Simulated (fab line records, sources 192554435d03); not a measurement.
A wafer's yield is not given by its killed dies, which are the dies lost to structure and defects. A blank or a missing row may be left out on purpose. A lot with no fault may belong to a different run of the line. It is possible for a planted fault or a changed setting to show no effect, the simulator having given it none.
fab line records	flow n5Finfet
[record] lots = 7	wafers = 39
route steps=1938 shown PMOS_HMC_CHANNEL_EPI@78 DUMMY_GATE@228
startH: hours from the record's opening day to when the first of the lot's shown wafers began	waitH: hours since the lot's step before	" as in the row above	L1.1+2: a single row standing in for several wafers	- value missing, or start not given	* or withheld: withheld	< > ~ a bound
route shown NAME@n: names a module that has steps shown in the file, with the first one's number in the route	usual: the fault-free wafers' mean and standard deviation	same: alike in all rows	chamber/n: place in a boat	sites: each site's reading	_std_site: the standard deviation of these	_edge_site: mean of outer sites minus mean of inner sites	radiusMm: how far each site lies from the wafer's centre	mask NAME#n: copy n	behind: the tool/chamber that last shaped the wafer	hold: why the lot went on hold/how many hours it stayed there/how the hold came to an end	device: the transistor (n, p or np) that didn't switch	end of line: the same wafers' tests at the end of the route	where a step has no rows: the recipe by itself	killed: dies lost to structure and defects at the first sort, not the wafer's yield	map: per-die view of a wafer (x killed, . not killed, _ where there is no die)
set.NAME: the setting as run; set.NAME@STEP: as run at that earlier step	model.NAME: the simulator's own value behind a step, which no gauge read
lots run with intentionally changed settings; tables by step, rows by wafer
[[steps]]
[step N5_PMOS_HMC_CHANNEL_EPI_EPI_20]
[recipe] material = SiGe30	maskMaterial = SiO2	pressureTorr = 20	targetThkA = 590	tempC = 600
lot.wafer	tool	chamber	startH	waitH	set.tempC	model.SiGe30_of_PMOS_HMC_CHANNEL_EPI_EPI_20.thkNm
L074.1	epiRpcvd-01	0	18.43	0.0	600	57.13
L074.2	"	0	"	"	600	57.97
L074.3	"	0	"	"	600	57.6
L074.4	"	0	"	"	603.4	62.46
L074.5	"	0	"	"	603.4	62.02
L074.6	"	0	"	"	603.4	61.56
L080.1	epiRpcvd-02	0	54.01	0.0	600	58.09
L080.2	"	0	"	"	600	58.01
L080.3	"	0	"	"	600	57.83
L080.4	"	0	"	"	600	57.25
L080.5	"	0	"	"	600	58.13
L080.6	"	0	"	"	600	57.2
L083.1	epiRpcvd-02	0	72.27	0.0	595.1	53.07
L083.2	"	0	"	"	600	57.78
L083.3	"	0	"	"	595.1	53.25
L083.4	"	0	"	"	600	58.86
L083.5	"	0	"	"	600	58.57
L083.6	"	0	"	"	595.1	52.55
L086.2	epiRpcvd-03	0	90.24	0.2	600	59.07
L086.3	"	0	"	"	600	59.37
L086.5	"	0	"	"	600	58.11
L087.1	epiRpcvd-01	0	96.23	0.0	600	58.81
L087.2	"	0	"	"	600	59.28
L087.3	"	0	"	"	606.7	67.27
L087.4	"	0	"	"	600	60.15
L087.5	"	0	"	"	606.7	66.41
L087.6	"	0	"	"	606.7	66.54
L091.1	epiRpcvd-02	0	121.45	0.0	606	65.27
L091.2	"	0	"	"	606	65.25
L091.3	"	0	"	"	600	58.24
L091.4	"	0	"	"	600	59
L091.5	"	0	"	"	600	58.3
L091.6	"	0	"	"	606	65.1
L092.1	epiRpcvd-02	0	126.44	0.0	602.9	63.31
L092.2	"	0	"	"	602.9	62.08
L092.3	"	0	"	"	602.9	62.34
L092.4	"	0	"	"	600	59.92
L092.5	"	0	"	"	600	59
L092.6	"	0	"	"	600	58.72
[step N5_DUMMY_GATE_EXPOSE_12]
[recipe] maskId = GATE	na = 0.33	sourceShape = annular	sigmaInner = 0.2	sigmaOuter = 0.6	polarization = unpolarized	targetCdNm = 25	doseMj = 34
lot.wafer	tool	chamber	startH	waitH	mask	set.doseMj
L074.1+2+3+4+5+6	euvScanner-01	0	50.88	-	GATE#0	34
L080.1+2+3+4+5+6	euvScanner-01	0	81.50	-	GATE#0	34
L083.1+2+4	euvScanner-01	0	101.17	-	GATE#0	34
L083.3+5+6	"	0	"	"	GATE#0	32.69
L086.2+3+5	euvScanner-02	0	124.79	-	GATE#0	34
L087.1+2+3+4+5+6	euvScanner-02	0	125.37	-	GATE#0	34
L091.1+3+6	euvScanner-02	0	150.82	-	GATE#0	36.23
L091.2+4+5	"	0	"	"	GATE#0	34
L092.1+3+6	euvScanner-02	0	153.91	-	GATE#0	36.46
L092.2+4+5	"	0	"	"	GATE#0	34
[step N5_DUMMY_GATE_PEB_13]
[recipe] pebTempC = 100	pebTimeS = 60	resist = CAR-EUV
[step N5_DUMMY_GATE_DEVELOP_14]
[recipe] developTimeS = 30	developer = TMAH	resist = CAR-EUV	rinseLiquid = surfactantRinse	dry = airSpin	devTempC = 23
[step N5_DUMMY_GATE_CD_MEAS_15]
[recipe] targetCdNm = 25.8	landingEnergyEv = 500	detector = seInlens
[usual] cdNm = 24.98/0.22
lot.wafer	tool	chamber	startH	waitH	set.doseMj@DUMMY_GATE_EXPOSE_12	cdNm
L074.1	cdSem-03	0	51.01	-	34	25.38
L074.2	"	0	"	"	34	24.67
L074.3	"	0	"	"	34	25.06
L074.4	"	0	"	"	34	24.98
L074.5	"	0	"	"	34	25.16
L074.6	"	0	"	"	34	25.05
L080.1	cdSem-02	0	81.63	-	34	25.08
L080.2	"	0	"	"	34	25.13
L080.3	"	0	"	"	34	25.28
L080.4	"	0	"	"	34	24.80
L080.5	"	0	"	"	34	25.20
L080.6	"	0	"	"	34	24.86
L083.1	cdSem-03	0	101.29	-	34	24.78
L083.2	"	0	"	"	34	24.71
L083.3	"	0	"	"	32.69	25.66
L083.4	"	0	"	"	34	25.21
L083.5	"	0	"	"	32.69	25.82
L083.6	"	0	"	"	32.69	25.87
L086.2	cdSem-01	0	124.91	-	34	24.65
L086.3	"	0	"	"	34	24.74
L086.5	"	0	"	"	34	24.77
L087.1	cdSem-02	0	125.50	-	34	24.76
L087.2	"	0	"	"	34	25.17
L087.3	"	0	"	"	34	24.91
L087.4	"	0	"	"	34	25.13
L087.5	"	0	"	"	34	24.97
L087.6	"	0	"	"	34	24.99
L091.1	cdSem-03	0	150.95	-	36.23	23.82
L091.2	"	0	"	"	34	25.19
L091.3	"	0	"	"	36.23	23.74
L091.4	"	0	"	"	34	24.79
L091.5	"	0	"	"	34	24.97
L091.6	"	0	"	"	36.23	23.77
L092.1	cdSem-03	0	154.04	-	36.46	23.43
L092.2	"	0	"	"	34	24.68
L092.3	"	0	"	"	36.46	23.78
L092.4	"	0	"	"	34	24.97
L092.5	"	0	"	"	34	25.09
L092.6	"	0	"	"	36.46	23.82
[step N5_DUMMY_GATE_ETCH_37]
[recipe] chemistry = N2/H2	target = SOC	targetDepthA = 600	overetchA = 300	tempC = 40	ionEnergyEv = 200	pressureMtorr = 30	sourceW = 840	biasW = 150	n2FlowSccm = 200	h2FlowSccm = 200
[usual] rfVppV = 524.0/2.4
lot.wafer	tool	chamber	startH	waitH	set.sourceW	rfVppV	model.SiARC_of_DUMMY_GATE_COAT_35.thkNm
L074.1	rieDiel-01	0	51.29	0.0	840	524.7	5
L074.2	"	1	"	"	792.6	530.6	5
L074.3	"	2	"	"	792.6	536.7	5.2
L074.4	"	2	"	"	792.6	538.5	5.2
L074.5	"	1	"	"	840	520.8	4.8
L074.6	"	0	"	"	840	524.6	5
L080.1	rieDiel-03	0	81.90	0.0	840	526.1	5
L080.2	"	1	"	"	708.3	551.5	5.4
L080.3	"	2	"	"	708.3	555.2	5.6
L080.4	"	3	"	"	840	522.5	5
L080.5	"	1	"	"	840	520.3	4.8
L080.6	"	2	"	"	708.3	556.6	5.6
L083.1	rieDiel-03	3	101.57	0.0	881.5	512.5	4.8
L083.2	"	2	"	"	840	525.0	5
L083.3	"	1	"	"	881.5	513.4	4.6
L083.4	"	2	"	"	840	524.7	5
L083.5	"	1	"	"	881.5	513.8	4.6
L083.6	"	3	"	"	840	521.0	5
L086.2	rieDiel-06	2	125.20	0.0	840	526.4	5
L086.3	"	3	"	"	840	524.8	5.2
L086.5	"	3	"	"	840	524.1	5.2
L087.1	rieDiel-01	3	125.78	0.0	703.8	554.1	5.4
L087.2	"	1	"	"	840	519.8	4.8
L087.3	"	2	"	"	840	528.0	5
L087.4	"	0	"	"	703.8	555.0	5.6
L087.5	"	1	"	"	703.8	551.4	5.4
L087.6	"	0	"	"	840	521.9	5
L091.1	rieDiel-03	1	151.36	0.0	840	521.5	4.8
L091.2	"	3	"	"	684	558.8	5.6
L091.3	"	2	"	"	684	562.6	5.4
L091.4	"	0	"	"	684	562.7	5.6
L091.5	"	2	"	"	840	524.8	5
L091.6	"	3	"	"	840	520.6	5
L092.1	rieDiel-01	2	154.31	0.0	840	527.2	5
L092.2	"	1	"	"	840	521.3	4.8
L092.3	"	3	"	"	686	558.1	5.4
L092.4	"	0	"	"	840	523.6	5
L092.5	"	2	"	"	686	563.6	5.6
L092.6	"	3	"	"	686	557.7	5.4
[[key]]
[split] step = N5_PMOS_HMC_CHANNEL_EPI_EPI_20	setting = tempC	stated = 600	by = wafer
[response] step = N5_PMOS_HMC_CHANNEL_EPI_EPI_20	reading = model.SiGe30_of_PMOS_HMC_CHANNEL_EPI_EPI_20.thkNm	change = +6.77	per = 1%	r = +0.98
[split] step = N5_DUMMY_GATE_EXPOSE_12	setting = doseMj	stated = 34	by = wafer
[response] step = N5_DUMMY_GATE_CD_MEAS_15	reading = cdNm	change = -0.184	per = 1%	r = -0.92
[split] step = N5_DUMMY_GATE_ETCH_37	setting = sourceW	stated = 840	by = wafer
[response] step = N5_DUMMY_GATE_ETCH_37	reading = rfVppV	change = -1.99	per = 1%	r = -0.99
[response] step = N5_DUMMY_GATE_ETCH_37	reading = model.SiARC_of_DUMMY_GATE_COAT_35.thkNm	change = -0.0335	per = 1%	r = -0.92
